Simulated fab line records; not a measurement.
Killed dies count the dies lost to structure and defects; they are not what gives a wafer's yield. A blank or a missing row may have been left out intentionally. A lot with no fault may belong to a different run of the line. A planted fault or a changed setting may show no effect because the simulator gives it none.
fab line records    flow n5Finfet
record lots=10  wafers=26  lastDay=17
route steps=1938 shown BEOL_M3@996 BEOL_M4@1111 PASSIVATION@1936
lots that met no fault: taken from a fault-free run of the same line
startH: hours from the record's first day to the start of the lot's first wafer shown    waitH: hours from the lot's prior step to this one    " as in the row above    L1.1+2: a single row standing in for several wafers    - no value, or no start given    * or withheld: withheld    < > ~ a bound
route shown NAME@n: a module of which the file shows steps, and the number in the route of the first    usual: the fault-free wafers' mean and standard deviation    same: alike in all rows    chamber/n: place in a boat    sites: each site's reading    _std_site: how widely they spread, as a standard deviation    _edge_site: outer sites' mean less inner sites'    radiusMm: how far each site lies from the wafer's centre    mask NAME#n: copy n    behind: tool/chamber where the wafer was last shaped    hold: cause of the lot's hold/its duration in hours/its outcome    device: the n, p or np transistor that did not switch    end of line: at the end of the route, the tests of the same wafers    for a step that has no rows: nothing shown but its recipe    killed: the dies lost at the first sort to structure and to defects; this is not the yield of the wafer    map: a wafer's dies, marking killed ones x, the rest . and places with no die _
set.NAME: the run value of the setting; set.NAME@STEP: its run value at that earlier step    model.NAME: the simulator's own value behind a step, which no gauge read
one table for each step of the route and one row for each wafer, over a sample of lots
services: a tool's chamber out of use, with start hour (startH, from the record's first day; less than 0 if before it), hours out, and reason
## steps
# step N5_BEOL_M3_SPUTTER_79
# recipe material=Cu  targetThkA=45  tempC=-20  chamberPressurePa=0.07  powerW=withheld  timeS=8.29
# usual chamberPressurePa=0.07001/0.00014  substrateTempC=-20.00/0.095  throttleValvePct=30.0/1.1
lot.wafer  tool           chamber  startH  waitH  chamberPressurePa  substrateTempC  throttleValvePct
L462.3     pvdSputter-03  -        155.40  0.1    0.06987            -19.95          28.5
L462.4     "              -        "       "      0.07001            -19.93          28.5
L462.6     "              -        "       "      0.06989            -19.83          28.7
L463.3     pvdSputter-02  -        164.66  0.1    0.07022            -19.93          29.6
L463.5     "              -        "       "      0.06994            -20.05          31.5
L466.2     pvdSputter-01  -        178.44  0.1    0.07016            -19.96          29.7
L466.3     "              -        "       "      0.07008            -20.03          29.4
L466.6     "              -        "       "      0.0703             -19.90          31.3
L467.3     pvdSputter-02  -        204.98  0.1    0.06982            -20.16          29.5
L467.5     "              -        "       "      0.07               -19.92          31.6
L467.6     "              -        "       "      0.07006            -20.13          28.7
L469.1     pvdSputter-02  -        217.52  0.1    0.0699             -20.13          28.9
L469.4     "              -        "       "      0.06992            -20.02          29.9
L469.5     "              -        "       "      0.07023            -19.89          30.0
L474.1     pvdSputter-02  -        240.60  0.1    0.06973            -20.00          28.6
L474.2     "              -        "       "      0.06983            -20.03          29.7
L474.5     "              -        "       "      0.06996            -19.91          29.6
L478.2     pvdSputter-01  -        255.63  0.1    0.07008            -20.12          31.2
L478.5     "              -        "       "      0.07012            -20.06          31.1
L479.2     pvdSputter-02  -        274.29  0.1    0.07014            -20.03          29.7
L479.5     "              -        "       "      0.06992            -20.00          28.8
L480.3     pvdSputter-01  -        274.79  0.1    0.07               -19.87          29.5
L480.4     "              -        "       "      0.06989            -20.10          31.1
L482.1     pvdSputter-03  -        291.78  0.1    0.07007            -20.09          31.6
L482.4     "              -        "       "      0.07007            -19.99          28.5
L482.6     "              -        "       "      0.07006            -20.02          29.9
# step N5_BEOL_M3_SPUTTER_88
# recipe material=Cu  targetThkA=45  tempC=-20  chamberPressurePa=0.07  powerW=withheld  timeS=8.29
# usual chamberPressurePa=0.07/0.00013  substrateTempC=-19.99/0.1  throttleValvePct=29.9/1.1
lot.wafer  tool           chamber  startH  waitH  chamberPressurePa  substrateTempC  throttleValvePct
L462.3     pvdSputter-03  -        156.06  0.1    0.07007            -19.87          28.8
L462.4     "              -        "       "      0.07019            -19.87          28.3
L462.6     "              -        "       "      0.07002            -19.97          28.6
L463.3     pvdSputter-02  -        165.32  0.1    0.07012            -20.07          29.7
L463.5     "              -        "       "      0.06995            -19.76          31.5
L466.2     pvdSputter-01  -        179.18  0.1    0.06997            -19.92          29.7
L466.3     "              -        "       "      0.07009            -20.00          30.1
L466.6     "              -        "       "      0.06998            -20.12          31.0
L467.3     pvdSputter-02  -        205.64  0.1    0.06992            -19.82          29.9
L467.5     "              -        "       "      0.07007            -19.97          31.2
L467.6     "              -        "       "      0.0697             -20.04          28.6
L469.1     pvdSputter-02  -        218.18  0.1    0.06994            -20.13          28.8
L469.4     "              -        "       "      0.06993            -20.03          29.7
L469.5     "              -        "       "      0.07               -20.05          30.0
L474.1     pvdSputter-02  -        241.26  0.1    0.06975            -20.16          28.7
L474.2     "              -        "       "      0.06991            -20.11          29.6
L474.5     "              -        "       "      0.06975            -19.89          29.6
L478.2     pvdSputter-01  -        256.29  0.1    0.07015            -19.88          31.0
L478.5     "              -        "       "      0.06997            -19.94          31.4
L479.2     pvdSputter-02  -        274.95  0.1    0.07002            -19.96          29.6
L479.5     "              -        "       "      0.07006            -19.98          29.0
L480.3     pvdSputter-01  -        275.45  0.1    0.06998            -20.02          29.5
L480.4     "              -        "       "      0.06971            -19.92          31.1
L482.1     pvdSputter-03  -        292.44  0.1    0.06991            -20.09          31.7
L482.4     "              -        "       "      0.06994            -19.86          28.5
L482.6     "              -        "       "      0.07014            -19.81          30.0
# step N5_BEOL_M3_ECD_50
# recipe material=Cu  targetThkA=3000
lot.wafer   tool      chamber  startH  waitH
L462.3+4+6  ecdCu-01  0,1,1    157.08  0.1
L463.3+5    ecdCu-01  0        166.33  0.1
L466.2+3+6  ecdCu-02  0,0,1    180.30  0.1
L467.3+5+6  ecdCu-01  0,0,1    206.65  0.1
L469.1+4+5  ecdCu-01  1,0,0    219.17  0.1
L474.1+2+5  ecdCu-01  1,0,1    242.25  0.1
L478.2+5    ecdCu-01  0        257.29  0.1
L479.2+5    ecdCu-01  0        275.95  0.1
L480.3+4    ecdCu-01  1,0      276.47  0.1
L482.1+4+6  ecdCu-02  1,1,0    293.44  0.1
# step N5_BEOL_M3_CMP_52
# recipe stopOn=SiOC  tOverpolishS=6.8  downForcePsi=1  platenRpm=50  clearingPlatenDownForcePsi=1.5  clearingPlatenRpm=50  postCmpClean=cuAlkaline  targetThkNm=40  clearingPlatenPadVelocityMS=0.99484  padVelocityMS=0.99484
# usual clearingPlatenRpm=50.003/0.028  motorCurrentA=5.9/0.65  slurryFilterDpKPa=13.50/0.14  timeToEndpointS=62/4.1
lot.wafer  tool    chamber  startH  waitH  clearingPlatenRpm  motorCurrentA  slurryFilterDpKPa  timeToEndpointS
L462.4     cmp-01  0        157.44  0.1    50.027             5.9            13.60              58
L462.3     "       2        "       "      50.007             5.3            13.25              54
L462.6     "       1        "       "      50.003             5.1            13.42              62
L463.3     cmp-03  2        167.12  0.4    49.983             8.0            13.29              60
L463.5     "       0        "       "      49.955             6.1            13.30              69
L466.3     cmp-03  0        180.68  0.2    49.988             5.9            13.34              69
L466.2     "       1        "       "      50.029             5.5            13.50              62
L466.6     "       1        "       "      50.041             5.7            13.48              59
L467.3     cmp-03  0        207.08  0.2    49.995             5.9            13.58              65
L467.6     "       2        "       "      50.021             7.4            13.42              57
L467.5     "       3        "       "      49.978             5.3            13.56              63
L469.4     cmp-01  2        219.70  0.3    50.032             5.4            13.35              56
L469.1     "       3        "       "      50.052             6.2            13.39              59
L469.5     "       2        "       "      50.018             5.5            13.53              56
L474.1     cmp-01  2        242.78  0.3    50.003             5.5            13.53              55
L474.2     "       0        "       "      49.975             6.3            13.42              60
L474.5     "       1        "       "      49.999             5.2            13.49              63
L478.2     cmp-01  1        257.74  0.3    50.006             5.1            13.55              99
L478.5     "       3        "       "      50.003             6.3            13.51              64
L479.2     cmp-03  2        276.34  0.2    50.004             7.7            13.47              93
L479.5     "       3        "       "      50.015             5.1            13.29              65
L480.3     cmp-01  2        276.83  0.2    50.010             5.4            13.58              97
L480.4     "       1        "       "      49.973             5.2            13.58              68
L482.1     cmp-03  2        293.90  0.3    50.015             7.8            13.59              58
L482.4     "       3        "       "      49.998             5.2            13.56              65
L482.6     "       0        "       "      50.031             5.9            13.41              65
# step N5_BEOL_M3_PRE_CLEAN_60
# recipe gas=NH3/H2  timeS=15  tempC=*  rfPowerW=300
# usual heaterPowerW=88/22
lot.wafer  tool      chamber  startH  waitH  heaterPowerW
L462.3     cvdCo-02  0        158.40  0.7    67
L462.4     "         2        "       "      72
L462.6     "         1        "       "      75
L463.3     cvdCo-02  2        167.38  0.0    74
L463.5     "         1        "       "      76
L466.2     cvdCo-01  0        181.05  0.1    87
L466.3     "         1        "       "      139
L466.6     "         2        "       "      102
L467.3     cvdCo-01  2        207.34  0.0    104
L467.5     "         1        "       "      134
L467.6     "         2        "       "      103
L469.1     cvdCo-01  0        220.03  0.0    89
L469.4     "         1        "       "      134
L469.5     "         2        "       "      103
L474.1     cvdCo-02  1        243.07  0.0    74
L474.2     "         2        "       "      74
L474.5     "         2        "       "      73
L478.2     cvdCo-01  0        258.00  0.0    90
L478.5     "         0        "       "      87
L479.2     cvdCo-02  1        276.67  0.0    77
L479.5     "         2        "       "      73
L480.3     cvdCo-02  2        277.16  0.0    76
L480.4     "         0        "       "      66
L482.1     cvdCo-02  2        294.16  0.0    73
L482.4     "         1        "       "      75
L482.6     "         2        "       "      73
# step N5_BEOL_M4_RC_MEAS_101
# usual DIBL_N=37.5/2.5  DIBL_P=38/3.1  IOFF_N=0.19/0.059  IOFF_P=0.24/0.061  ION_N=679/16  ION_P=465/9.8  SS_N=72.0/0.8  SS_P=73.7/0.86  VT_N=248/4.5  VT_P=-249/3.5
lot.wafer  tool       chamber  startH  waitH  DIBL_N[mV/V]  DIBL_P[mV/V]  IOFF_N[nA/um]  IOFF_P[nA/um]  ION_N[uA/um]  ION_P[uA/um]  SS_N[mV/dec]  SS_P[mV/dec]  VT_N[mV]  VT_P[mV]
L462.3     prober-02  0        170.07  0.3    37.3          38            0.18           0.23           677           459           72.0          73.5          250       -250
L462.4     "          0        "       "      37.3          40            0.19           0.27           675           465           72.5          74.2          248       -248
L462.6     "          0        "       "      37.4          38            0.18           0.22           676           460           72.6          73.8          255       -252
L463.3     prober-02  0        179.86  0.3    37.4          40            0.18           0.24           675           466           71.5          73.8          248       -248
L463.5     "          0        "       "      35.7          38            0.14           0.19           666           463           71.5          73.9          254       -252
L466.2     prober-02  0        191.94  0.2    31.0          28            0.08           0.12           644           452           70.6          70.8          259       -255
L466.3     "          0        "       "      33.5          33            0.12           0.18           679           467           69.8          72.5          253       -251
L466.6     "          0        "       "      33.7          35            0.13           0.19           672           462           70.2          73.0          250       -250
L467.3     prober-01  0        215.59  0.3    33.7          34            0.12           0.17           662           453           71.2          72.9          255       -252
L467.5     "          0        "       "      37.1          39            0.18           0.23           677           464           71.8          73.8          249       -246
L467.6     "          0        "       "      41.1          44            0.31           0.34           705           477           73.1          75.8          244       -245
L469.1     prober-01  0        237.18  0.1    34.4          35            0.10           0.16           657           453           70.8          73.2          260       -253
L469.4     "          0        "       "      38.7          39            0.18           0.24           673           467           71.8          74.1          247       -249
L469.5     "          0        "       "      37.1          37            0.14           0.20           651           452           71.5          73.1          252       -251
L474.1     prober-02  0        257.03  0.0    37.5          37            0.20           0.30           706           489           70.9          73.4          242       -244
L474.2     "          0        "       "      36.4          34            0.16           0.23           689           470           72.0          72.9          249       -248
L474.5     "          0        "       "      36.5          35            0.18           0.26           684           479           71.7          72.7          249       -244
L478.2     prober-01  0        283.52  0.2    40.7          41            0.24           0.26           697           471           72.1          74.2          243       -248
L478.5     "          0        "       "      38.4          37            0.19           0.20           664           453           72.4          73.8          251       -255
L479.2     prober-02  0        284.35  0.2    36.0          35            0.14           0.20           668           459           71.2          73.8          251       -250
L479.5     "          0        "       "      39.9          40            0.24           0.28           696           475           71.8          74.1          244       -246
L480.3     prober-02  0        288.15  0.3    37.6          37            0.19           0.24           683           463           72.1          73.9          249       -249
L480.4     "          0        "       "      35.7          34            0.16           0.21           667           462           71.5          73.3          249       -250
L482.1     prober-01  0        310.43  0.0    38.6          42            0.21           0.29           685           475           72.0          74.4          247       -249
L482.4     "          0        "       "      39.0          39            0.20           0.23           676           455           71.8          74.7          247       -251
L482.6     "          0        "       "      39.9          41            0.23           0.26           687           466           72.2          74.6          245       -249
# step N5_PASSIVATION_PROBE_49
# usual defectLimitedYield=91.0/1.4  killed_at_M0_to_M3=35/10  killed_at_M4_up=14/5.5  killedAtContacts=13/5.6  killedAtFrontEnd=41/11  killedAtOther=4/3.4  killedDies=106/16  killedOnRim=13/4  killedOpen=68/12  killedShort=35/7.3  sort_bin_4_leakage=0.3/2.1  sort_bin_5_function=5.3/0.89  sort_bin_6_memory=3.4/0.67  sortNPass=1070/28  sortYieldPct=90.7/2.4
# same grossDies=1180  killedAtBackSide=0  sort_bin_8_speed[%]=0
lot.wafer  tool       chamber  startH  waitH  defectLimitedYield[%]  killed_at_M0_to_M3  killed_at_M4_up  killedAtContacts  killedAtFrontEnd  killedAtOther  killedDies  killedOnRim  killedOpen  killedShort  sort_bin_4_leakage[%]  sort_bin_5_function[%]  sort_bin_6_memory[%]  sortNPass  sortYieldPct[%]
L474.2     prober-02  -        379.43  0.1    90.8                   31                  12               14                51                1              109         19           60          44           0                      5.9                     2.6                   1071       90.8
# killed by level:class
L474.2 GATE_CUT:geometricParticle:short=15 MOL_CONTACT_COAG:geometricParticle:open=11 STI_FIN_REVEAL:geometricParticle:open=9 BEOL_M0_SAQP:geometricParticle:open=7 FIN_SAQP:geometricParticle:short=6 FIN_SAQP:geometricParticle:open=5 BEOL_M0_SAQP:geometricParticle:short=5 BEOL_M2:geometricParticle:open=5
## services
tool           chamber  startH  hours  kind
pvdSputter-01  -        133.40  2.5    repair
cmp-03         -        149.96  3.7    repair
cvdCo-01       -        163.02  0.8    repair
cmp-03         -        169.69  6.0    pm
cmp-03         -        197.42  0.9    repair
cmp-01         -        200.65  0.3    repair
cmp-01         -        203.69  1.4    repair
cmp-03         -        289.89  0.8    repair
cmp-01         -        291.28  3.5    repair
## key
firstSign step=N5_BEOL_M3_CMP_52  reading=timeToEndpointS  direction=up  sigmas=8.4  usual=*  struck=*
effect none on later readings
metAt N5_BEOL_M3_ECD_50
struckLots L478,L479,L480
struckWafers L478.2,L479.2,L480.3
notActingAt N5_BEOL_M3_SPUTTER_79,N5_BEOL_M3_SPUTTER_88,N5_BEOL_M3_PRE_CLEAN_60
onsetBetween 242.25 257.29
fault kind=processParameterDrift  tool=ecdCu-01  chamber=-  onsetH=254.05  steps=N5_BEOL_M3_ECD_50  channel=targetThkA  offset=*  shape=step  endH=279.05  scope=struckWafersOnly  actsIn=*  stated=*
